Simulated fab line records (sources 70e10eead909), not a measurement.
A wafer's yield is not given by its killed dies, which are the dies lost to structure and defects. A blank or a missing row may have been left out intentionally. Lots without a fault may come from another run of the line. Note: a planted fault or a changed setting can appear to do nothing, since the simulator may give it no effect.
Matching of chambers :: flow nand-harc :: NHARC_A_CHANNEL_FILL_D1_ETCHBACK_20 on rie-diel-10 has 4 sister chambers
The step etches the open film in C4F8/O2/Ar, target depth 27 nm, time 13.5 s. 8 wafers are shown with their chamber, then 12 later ones without.

== WAFERS, EACH WITH ITS CHAMBER ==
wafer: L083.3
chamber: 0
rf-vpp-V (V): 971
oes-product-au (a.u.): 0.98

wafer: L083.5
chamber: 2
rf-vpp-V (V): 976
oes-product-au (a.u.): 0.95

wafer: L083.6
chamber: 3
rf-vpp-V (V): 986
oes-product-au (a.u.): 0.97

wafer: L085.1
chamber: 3
rf-vpp-V (V): 984
oes-product-au (a.u.): 0.92

wafer: L085.4
chamber: 2
rf-vpp-V (V): 976
oes-product-au (a.u.): 0.91

wafer: L087.3
chamber: 1
rf-vpp-V (V): 986
oes-product-au (a.u.): 1.00

wafer: L087.5
chamber: 0
rf-vpp-V (V): 968
oes-product-au (a.u.): 0.94

wafer: L087.6
chamber: 1
rf-vpp-V (V): 988
oes-product-au (a.u.): 0.99

== WAFERS WITHOUT THEIR CHAMBER ==
wafer: L090.1
rf-vpp-V (V): 986
oes-product-au (a.u.): 1.00

wafer: L090.2
rf-vpp-V (V): 984
oes-product-au (a.u.): 0.92

wafer: L090.6
rf-vpp-V (V): 984
oes-product-au (a.u.): 0.93

wafer: L091.2
rf-vpp-V (V): 986
oes-product-au (a.u.): 0.93

wafer: L091.3
rf-vpp-V (V): 970
oes-product-au (a.u.): 0.92

wafer: L091.4
rf-vpp-V (V): 975
oes-product-au (a.u.): 0.92

wafer: L094.1
rf-vpp-V (V): 986
oes-product-au (a.u.): 0.93

wafer: L094.2
rf-vpp-V (V): 975
oes-product-au (a.u.): 0.92

wafer: L094.3
rf-vpp-V (V): 984
oes-product-au (a.u.): 0.93

wafer: L093.3
rf-vpp-V (V): 970
oes-product-au (a.u.): 0.93

wafer: L093.4
rf-vpp-V (V): 974
oes-product-au (a.u.): 0.92

wafer: L093.5
rf-vpp-V (V): 986
oes-product-au (a.u.): 0.91

== WHICH CHAMBER EACH WENT THROUGH ==
wafer: L090.1
from the rows above: can't be placed: 1 or 3
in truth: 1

wafer: L090.2
from the rows above: 3
in truth: 3

wafer: L090.6
from the rows above: 3
in truth: 3

wafer: L091.2
from the rows above: can't be placed: 3 or 1
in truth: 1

wafer: L091.3
from the rows above: 0
in truth: 0

wafer: L091.4
from the rows above: 2
in truth: 2

wafer: L094.1
from the rows above: can't be placed: 3 or 1
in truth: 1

wafer: L094.2
from the rows above: 2
in truth: 2

wafer: L094.3
from the rows above: 3
in truth: 3

wafer: L093.3
from the rows above: 0
in truth: 0

wafer: L093.4
from the rows above: 2
in truth: 2

wafer: L093.5
from the rows above: can't be placed: 3 or 1
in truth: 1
Placed correctly: 8 of 12. Can't be placed from these rows: 4 (the true chamber is among the candidates in 4). Placed wrongly: 0.
How it was worked out, from the rows above alone: a wafer's distance from a chamber is the root of the sum, over the readings, of the square of ((its reading less the chamber's mean) divided by the reading's scatter). The wafer belongs to the nearest chamber; if the next one is less than 2 further off, it can't be placed. Each chamber's mean is taken over the wafers shown for it. The scatter is the square root of a quotient: the sum, over the shown wafers, of each reading's squared deviation from its chamber's mean, divided by wafers minus chambers.
